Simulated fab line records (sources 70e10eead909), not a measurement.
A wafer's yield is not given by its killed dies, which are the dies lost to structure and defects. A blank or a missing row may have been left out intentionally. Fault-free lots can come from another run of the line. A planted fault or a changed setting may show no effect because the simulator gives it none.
Chamber matching -- flow nand harc -- NHARC_P_STI_ETCH_15 on rie si-04 has 4 sister chambers
The step etches the open film in HBr/Cl2, target depth 300 nm, time 100.1 s. 8 wafers are shown with their chamber, then 8 later ones without.

## EACH WAFER AND ITS CHAMBER
wafer,chamber,oes product au (a.u.),throttle valve pct (%)
L084.5,2,1.000,26.396
L085.1,1,1.010,26.391
L086.1,2,0.991,26.419
L086.6,3,1.005,26.401
L087.1,0,0.999,26.408
L087.3,1,1.014,26.402
L087.6,0,0.994,26.408
L091.3,3,1.006,26.419

## WAFERS WITH NO CHAMBER GIVEN
wafer,oes product au (a.u.),throttle valve pct (%)
L091.5,1.009,26.418
L091.6,0.997,26.409
L092.3,1.009,26.415
L092.5,1.008,26.411
L092.6,0.996,26.424
L097.2,0.986,26.399
L097.4,1.002,26.431
L097.6,0.984,26.413

## EACH ONE'S CHAMBER
wafer,from the rows above,in truth
L091.5,can't be placed: 3 or 1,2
L091.6,can't be placed: 0 or 2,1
L092.3,can't be placed: 3 or 1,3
L092.5,can't be placed: 3 or 1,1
L092.6,can't be placed: 0 or 2 or 3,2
L097.2,can't be placed: 2 or 0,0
L097.4,can't be placed: 3 or 0 or 2 or 1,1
L097.6,can't be placed: 2 or 0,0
Correctly placed: 0 of 8. Not placeable from these rows: 8 (in 6, the candidates include the true chamber). Number placed wrongly: 0.
How it was worked out, from the rows above alone: a wafer's distance from a chamber is the root of the sum, over the readings, of the square of ((its reading less the chamber's mean) divided by the reading's scatter). The wafer belongs to the nearest chamber; if the next one is less than 2 further off, it can't be placed. A chamber's mean is the mean of its shown wafers. The scatter: the root of (the sum of the squares of (reading less its chamber's mean) over the shown wafers, divided by (wafers less chambers)).
